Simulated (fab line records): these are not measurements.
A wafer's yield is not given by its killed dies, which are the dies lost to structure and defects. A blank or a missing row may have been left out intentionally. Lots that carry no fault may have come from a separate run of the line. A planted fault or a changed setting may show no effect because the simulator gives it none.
fab line records	flow nandHarc
record lots=11	wafers=32	lastDay=33
route steps=1302 shown A_CONTACT@1093 A_BLC@1115
lots with no fault: from the same line, run without faults
startH: start of the lot's first displayed wafer, in hours after the record's first day	waitH: time in hours since the lot's previous step	" identical to the entry in the row above	L1.1+2: a single row standing in for several wafers	- no value, or no start was given	* or withheld: withheld	< > ~ a bound
route shown NAME@n: names a module that has steps shown in the file, with the first one's number in the route	usual: mean/standard deviation taken from wafers without a fault	same: alike in all rows	chamber/n: place in a boat	sites: each site's reading	_std_site: standard deviation across them	_edge_site: inner sites' mean taken away from outer sites' mean	radiusMm: for every site, how far away it sits from the centre of the wafer	mask NAME#n: copy n	behind: the last tool/chamber to shape the wafer	hold: why the lot went on hold/how many hours it stayed there/how the hold came to an end	device: whichever transistor did not switch (one of n, p or np)	end of line: tests run on the same wafers once the route is complete	for a step that has no rows: nothing shown but its recipe	killed: dies lost to structure and defects at the first sort, not the wafer's yield	map: a wafer's dies, x killed, . not, _ none there
set.NAME: setting as actually run; set.NAME@STEP: the setting as run at that earlier step	model.NAME: the simulator's own value behind a step, which no gauge read
one table for each step of the route and one row for each wafer, over a sample of lots
services: a tool's chamber out of use, with start hour (startH, from the record's first day; less than 0 if before it), hours out, and reason
## steps
# step NHARC_A_CONTACT_ETCH_98
# recipe targetDepthA=200	overEtchFrac=0.5	timeS=10	ionEnergyEv=250	c4f6FlowSccm=25	o2FlowSccm=20	arFlowSccm=500	rfW=600	biasW=500	chemistry=C4F6/O2
# usual chamberPressureMTorr=30.006/0.028	drypumpMotorCurrentA=5.7/0.54	oesProductAu=0.952/0.018	rfFwdPowerW=587/3.1	rfVppV=546.9/2.9	showerheadPlenumPTorr=3.92/0.14	throttleValvePct=26.902/0.0084
lot.wafer	tool	chamber	startH	waitH	chamberPressureMTorr	drypumpMotorCurrentA	oesProductAu	rfFwdPowerW	rfHoursCounterH	rfVppV	showerheadPlenumPTorr	throttleValvePct
L959.1	rieDiel-08	2	-	-	29.994	5.4	0.937	596	27	544.2	3.79	26.906
L959.2	"	3	"	"	29.940	5.4	0.949	590	30	542.7	3.74	26.908
L959.5	"	3	"	"	30.058	5.4	0.953	587	-	542.4	3.74	26.885
L961.1	rieDiel-08	2	-	-	29.960	5.4	0.958	590	29	543.9	3.79	26.894
L961.4	"	3	"	"	30.072	5.4	0.970	587	32	544.4	3.74	26.902
L961.5	"	0	"	"	29.999	6.8	0.968	588	-	549.6	4.02	26.907
L966.2	rieDiel-07	2	-	-	30.049	5.2	0.945	585	39	542.8	3.75	26.912
L966.3	"	3	"	"	30.016	5.4	0.931	584	40	551.1	4.13	26.910
L966.1	"	1	"	"	29.991	5.9	0.946	585	35	551.1	4.14	26.906
L967.1	rieDiel-08	3	-	-	29.996	5.4	0.948	586	13	543.3	3.73	26.892
L967.6	"	3	"	"	29.978	5.4	0.962	586	-	542.4	3.73	26.893
L970.4	rieDiel-04	0	-	-	30.039	5.8	0.952	588	20	551.1	4.11	26.905
L970.1	"	1	"	"	30.031	5.5	0.929	584	32	549.0	4.07	26.889
L970.6	"	3	"	"	30.021	5.6	0.947	586	-	546.8	3.95	26.909
L972.4	rieDiel-04	2	-	-	30.038	5.7	0.994	590	38	546.9	3.92	26.908
L972.5	"	2	"	"	30.028	5.7	0.996	592	-	548.3	3.92	26.914
L972.6	"	3	"	"	30.024	5.7	1.009	585	-	547.6	3.94	26.898
L975.4	rieDiel-08	2	-	-	29.971	5.4	0.936	595	28	544.1	3.77	26.905
L975.1	"	3	"	"	30.022	5.4	0.950	585	29	542.4	3.72	26.907
L975.5	"	3	"	"	29.996	5.4	0.943	583	-	543.3	3.72	26.900
L978.3	rieDiel-08	0	-	-	30.006	6.8	0.957	584	28	548.6	4.00	26.897
L978.6	"	3	"	"	29.979	5.4	0.948	580	-	542.4	3.72	26.893
L978.5	"	0	"	"	30.026	6.8	0.951	586	-	547.6	4.00	26.903
L979.4	rieDiel-07	1	-	-	29.994	5.9	0.948	587	24	550.6	4.11	26.914
L979.2	"	2	"	"	29.977	5.2	0.935	585	25	543.4	3.73	26.900
L979.6	"	1	"	"	29.967	5.9	0.929	588	-	549.0	4.11	26.898
L981.2	rieDiel-07	2	-	-	30.017	5.2	0.934	587	29	542.1	3.73	26.903
L981.1	"	0	"	"	30.033	5.2	0.954	585	30	548.4	3.97	26.914
L981.6	"	2	"	"	30.016	5.2	0.934	584	-	541.3	3.73	26.896
L980.2	rieDiel-08	3	747.22	0.1	30.032	5.4	0.941	585	4	541.3	3.72	26.916
L980.1	"	0	"	"	30.059	6.8	0.959	589	4	547.9	4.00	26.892
L980.5	"	1	"	"	30.004	5.8	0.960	584	-	546.5	3.95	26.907
# step NHARC_A_BLC_PEB_08
# recipe pebTempC=100	pebTimeS=65
lot.wafer	tool	chamber	startH	waitH
L959.1+2+5	lithoTrack-04	0	531.81	0.1
L961.1+4+5	lithoTrack-04	0	547.20	0.1
L966.1+2+3	lithoTrack-04	0	599.21	0.1
L967.1+6	lithoTrack-04	0	619.27	0.1
L970.1+4+6	lithoTrack-04	0	630.62	0.1
L972.4+5+6	lithoTrack-01	0	660.25	0.0
L975.1+4+5	lithoTrack-04	0	708.92	0.1
L978.3+5+6	lithoTrack-04	0	714.69	0.0
L979.2+4+6	lithoTrack-06	0	734.19	0.1
L981.1+2+6	lithoTrack-01	0	748.67	0.1
L980.1+2+5	lithoTrack-06	0	750.18	0.1
# step NHARC_A_BLC_CD_MEAS_10
# recipe targetCdNm=100	landingEnergyEv=500
# usual cdNm=100.1/0.58
lot.wafer	tool	chamber	startH	waitH	cdNm
L959.1	cdSem-02	0	531.89	-	101.3
L959.2	"	0	"	"	100.7
L959.5	"	0	"	"	100.8
L961.1	cdSem-02	0	547.28	-	99.8
L961.4	"	0	"	"	100.2
L961.5	"	0	"	"	100.2
L966.1	cdSem-01	0	599.29	-	106.0
L966.2	"	0	"	"	100.2
L966.3	"	0	"	"	100.4
L967.1	cdSem-01	0	619.35	-	105.0
L967.6	"	0	"	"	104.7
L970.1	cdSem-03	0	630.70	-	105.2
L970.4	"	0	"	"	99.9
L970.6	"	0	"	"	104.9
L972.4	cdSem-02	0	660.34	-	100.3
L972.5	"	0	"	"	100.7
L972.6	"	0	"	"	100.2
L975.1	cdSem-02	0	709.00	-	100.0
L975.4	"	0	"	"	100.2
L975.5	"	0	"	"	99.4
L978.3	cdSem-01	0	714.77	-	100.4
L978.5	"	0	"	"	101.0
L978.6	"	0	"	"	101.6
L979.2	cdSem-03	0	734.27	-	99.2
L979.4	"	0	"	"	100.1
L979.6	"	0	"	"	99.5
L981.1	cdSem-01	0	748.75	-	99.7
L981.2	"	0	"	"	100.0
L981.6	"	0	"	"	99.7
L980.1	cdSem-01	0	750.26	-	98.6
L980.2	"	0	"	"	99.4
L980.5	"	0	"	"	99.6
# step NHARC_A_BLC_DESCUM_15
# recipe timeS=3	o2FlowSccm=200	arFlowSccm=0	biasPowerW=0	chemistry=O2
# usual chamberPressureMTorr=60.01/0.057	drypumpMotorCurrentA=5.6/0.3	oesProductAu=1.004/0.0078	rfVppV=57.6/0.85	showerheadPlenumPTorr=1.89/0.065	throttleValvePct=11.311/0.0097
lot.wafer	tool	chamber	startH	waitH	chamberPressureMTorr	drypumpMotorCurrentA	oesProductAu	rfHoursCounterH	rfVppV	showerheadPlenumPTorr	throttleValvePct
L959.2	rieDiel-10	3	532.07	0.1	59.94	5.8	0.992	9	57.1	1.85	11.296
L959.1	"	2	"	"	59.95	5.5	0.987	8	58.8	1.88	11.310
L959.5	"	0	"	"	59.93	5.3	1.005	-	58.2	1.96	11.306
L961.4	rieDiel-09	0	547.48	0.1	59.98	5.4	1.007	2	58.2	1.95	11.303
L961.1	"	2	"	"	60.03	6.0	0.991	3	58.2	1.92	11.299
L961.5	"	0	"	"	59.99	5.4	1.010	-	57.3	1.95	11.312
L966.2	rieDiel-09	2	599.48	0.1	60.03	6.0	0.985	6	57.0	1.91	11.318
L966.3	"	0	"	"	60.05	5.4	1.015	5	56.4	1.95	11.302
L966.1	"	1	"	"	59.97	5.6	0.999	6	56.1	1.78	11.313
L967.1	rieDiel-10	1	619.55	0.1	60.05	5.1	0.999	1	55.4	1.82	11.314
L967.6	"	0	"	"	60.00	5.3	1.004	-	57.5	1.96	11.326
L970.1	rieDiel-09	0	630.90	0.1	59.94	5.4	1.006	7	57.9	1.95	11.315
L970.4	"	2	"	"	60.01	6.1	0.994	8	57.0	1.91	11.338
L970.6	"	3	"	"	60.00	5.9	0.995	-	57.5	1.97	11.301
L972.4	rieDiel-01	0	660.53	0.1	60.01	5.7	1.022	34	56.1	1.83	11.291
L972.6	"	2	"	"	60.08	5.7	1.000	-	56.9	1.89	11.300
L972.5	"	3	"	"	60.04	6.3	1.001	-	58.7	1.89	11.303
L975.1	rieDiel-09	3	709.21	0.1	60.15	5.9	0.998	1	59.4	1.97	11.321
L975.4	"	2	"	"	59.99	6.0	1.010	-	58.7	1.91	11.294
L975.5	"	3	"	"	60.06	5.9	0.997	-	57.2	1.97	11.307
L978.3	rieDiel-10	2	714.96	0.1	59.94	5.6	1.015	13	57.5	1.87	11.296
L978.5	"	1	"	"	60.07	5.1	0.999	-	56.8	1.82	11.303
L978.6	"	2	"	"	60.01	5.6	1.005	-	58.2	1.87	11.310
L979.2	rieDiel-10	3	734.47	0.1	60.03	5.8	0.991	13	58.6	1.84	11.298
L979.4	"	0	"	"	60.03	5.3	1.011	10	57.4	1.95	11.310
L979.6	"	2	"	"	60.00	5.6	1.010	-	58.6	1.87	11.310
L981.2	rieDiel-10	0	748.95	0.1	60.00	5.3	1.001	11	58.4	1.95	11.327
L981.1	"	1	"	"	59.99	5.1	0.999	14	57.5	1.82	11.309
L981.6	"	2	"	"	59.95	5.6	1.005	-	57.4	1.87	11.307
L980.1	rieDiel-10	2	750.45	0.1	59.96	5.5	1.015	16	58.1	1.87	11.296
L980.2	"	3	"	"	60.04	5.7	0.994	15	57.7	1.84	11.312
L980.5	"	1	"	"	60.09	5.1	1.005	-	57.0	1.82	11.307
# step NHARC_A_BLC_ETCH_17
# recipe targetDepthA=3900	overEtchFrac=0.25	timeS=609.38	ionEnergyEv=200	n2FlowSccm=150	h2FlowSccm=150	arFlowSccm=0	rfW=400	biasW=150	chemistry=N2/H2
# usual chamberPressureMTorr=30.001/0.025	drypumpMotorCurrentA=5.62/0.3	n2FlowSccm=149.9/0.46	oesProductAu=1.002/0.0094	rfFwdPowerW=399.5/1.1	rfVppV=430.1/2.2	showerheadPlenumPTorr=2.02/0.073	throttleValvePct=14.171/0.0086
lot.wafer	tool	chamber	startH	waitH	chamberPressureMTorr	drypumpMotorCurrentA	n2FlowSccm	oesProductAu	rfFwdPowerW	rfHoursCounterH	rfVppV	showerheadPlenumPTorr	throttleValvePct
L959.2	rieDiel-10	2	-	-	30.030	5.57	150.3	1.004	397.5	8	429.3	2.00	14.171
L959.1	"	0	"	"	30.017	5.31	150.4	0.997	401.0	6	432.8	2.09	14.170
L959.5	"	3	"	"	29.969	5.76	149.9	0.992	399.1	-	428.7	1.97	14.175
L961.1	rieDiel-09	1	-	-	30.011	5.57	149.7	1.007	402.4	3	425.3	1.89	14.155
L961.4	"	2	"	"	29.976	6.03	149.3	0.995	399.0	3	429.3	2.04	14.181
L961.5	"	1	"	"	29.988	5.59	150.2	1.004	399.5	-	426.1	1.89	14.176
L966.3	rieDiel-09	0	-	-	30.016	5.41	150.2	1.000	401.2	5	432.3	2.08	14.168
L966.2	"	1	"	"	30.006	5.59	149.8	1.004	401.0	6	425.1	1.89	14.146
L966.1	"	3	"	"	29.973	5.86	149.7	0.998	399.4	6	433.0	2.11	14.168
L967.1	rieDiel-10	1	-	-	30.033	5.09	149.9	0.992	398.8	1	428.7	1.94	14.173
L967.6	"	3	"	"	29.983	5.75	149.6	0.997	398.5	-	427.7	1.97	14.165
L970.1	rieDiel-09	2	-	-	29.988	6.04	149.8	0.993	399.1	8	429.5	2.04	14.169
L970.4	"	3	"	"	29.992	5.86	149.5	0.992	400.8	8	433.5	2.11	14.153
L970.6	"	3	"	"	30.001	5.86	149.5	0.994	399.8	-	431.1	2.11	14.174
L972.4	rieDiel-01	3	-	-	29.976	6.31	150.2	1.000	398.1	28	428.4	2.01	14.168
L972.6	"	1	"	"	29.978	6.24	149.7	1.005	399.5	-	434.7	2.21	14.165
L972.5	"	2	"	"	29.950	5.67	150.6	1.018	397.9	-	430.2	2.02	14.171
L975.1	rieDiel-09	3	-	-	29.994	5.88	150.1	1.001	399.5	1	432.8	2.11	14.160
L975.5	"	3	"	"	30.033	5.88	149.8	1.004	398.2	-	433.0	2.11	14.163
L975.4	"	0	"	"	30.003	5.43	149.8	1.008	400.4	-	430.7	2.08	14.175
L978.3	rieDiel-10	3	-	-	30.015	5.73	149.5	0.998	397.9	12	429.1	1.96	14.180
L978.5	"	0	"	"	30.017	5.29	149.3	1.012	398.0	-	430.4	2.09	14.169
L978.6	"	1	"	"	30.013	5.11	149.4	1.012	397.8	-	428.6	1.94	14.175
L979.4	rieDiel-10	2	-	-	29.993	5.56	150.7	1.006	399.1	14	427.4	1.99	14.167
L979.2	"	3	"	"	29.994	5.74	150.2	0.996	400.8	14	428.5	1.96	14.161
L979.6	"	2	"	"	29.998	5.59	150.6	1.003	399.6	-	429.6	1.99	14.165
L981.2	rieDiel-10	0	-	-	30.018	5.28	149.7	1.010	398.6	12	431.6	2.08	14.158
L981.1	"	3	"	"	30.043	5.72	150.0	1.001	399.6	15	428.1	1.96	14.179
L981.6	"	0	"	"	29.952	5.31	149.3	1.006	398.2	-	431.8	2.08	14.164
L980.1	rieDiel-10	0	-	-	29.984	5.26	150.7	0.997	400.3	12	431.5	2.08	14.176
L980.2	"	1	"	"	30.051	5.08	150.3	1.002	399.4	14	428.6	1.94	14.153
L980.5	"	0	"	"	29.967	5.30	150.1	1.006	400.2	-	432.8	2.08	14.162
## services
tool	chamber	startH	hours	kind
rieDiel-09	0	531.50	7.6	repair
rieDiel-08	-	536.17	0.4	repair
rieDiel-08	-	544.87	9.0	pm
lithoTrack-04	-	553.00	7.0	pm
rieDiel-07	1	554.62	4.5	repair
rieDiel-07	0	555.62	7.3	repair
rieDiel-10	0	559.83	3.5	repair
rieDiel-09	0	563.49	4.2	repair
rieDiel-09	1	570.60	3.9	repair
rieDiel-10	-	596.51	9.0	pm
rieDiel-10	0	628.43	32.5	repair
rieDiel-10	3	631.27	2.1	repair
rieDiel-08	0	632.02	11.3	repair
rieDiel-10	3	643.46	6.5	repair
rieDiel-10	1	646.94	5.9	repair
rieDiel-08	3	663.73	13.8	repair
rieDiel-09	0	670.10	10.7	repair
rieDiel-09	-	674.10	9.0	pm
rieDiel-10	1	687.78	1.2	repair
rieDiel-09	1	701.65	26.0	repair
rieDiel-08	-	721.90	9.0	pm
lithoTrack-04	-	728.00	7.0	pm
rieDiel-08	0	737.35	3.4	repair
rieDiel-08	2	742.00	42.1	repair
## key
firstSign step=NHARC_A_BLC_CD_MEAS_10	reading=cdNm	direction=up	sigmas=8.7	usual=100.1	struck=105.2
effect none on later readings
metAt NHARC_A_BLC_PEB_08
struckLots L966,L967,L970
struckWafers L966.1,L967.1,L967.6,L970.1,L970.6
testerLeftOut L966,L967,L970
notActingAt NHARC_A_CONTACT_ETCH_98,NHARC_A_BLC_DESCUM_15,NHARC_A_BLC_ETCH_17
onsetBetween 547.20 599.21
fault kind=processParameterDrift	tool=lithoTrack-04	chamber=-	onsetH=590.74	steps=NHARC_A_BLC_PEB_08	channel=pebTimeS	offset=*	shape=step	endH=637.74	scope=struckWafersOnly	actsIn=*	stated=*
# testerLeftOut: of these lots the tester's yield and bins aren't shown, on N5 and GAA mostly nor the transistor test; their killed dies are dies lost to structure and defects alone, not to doping, threshold or leakage, so they don't give the yield
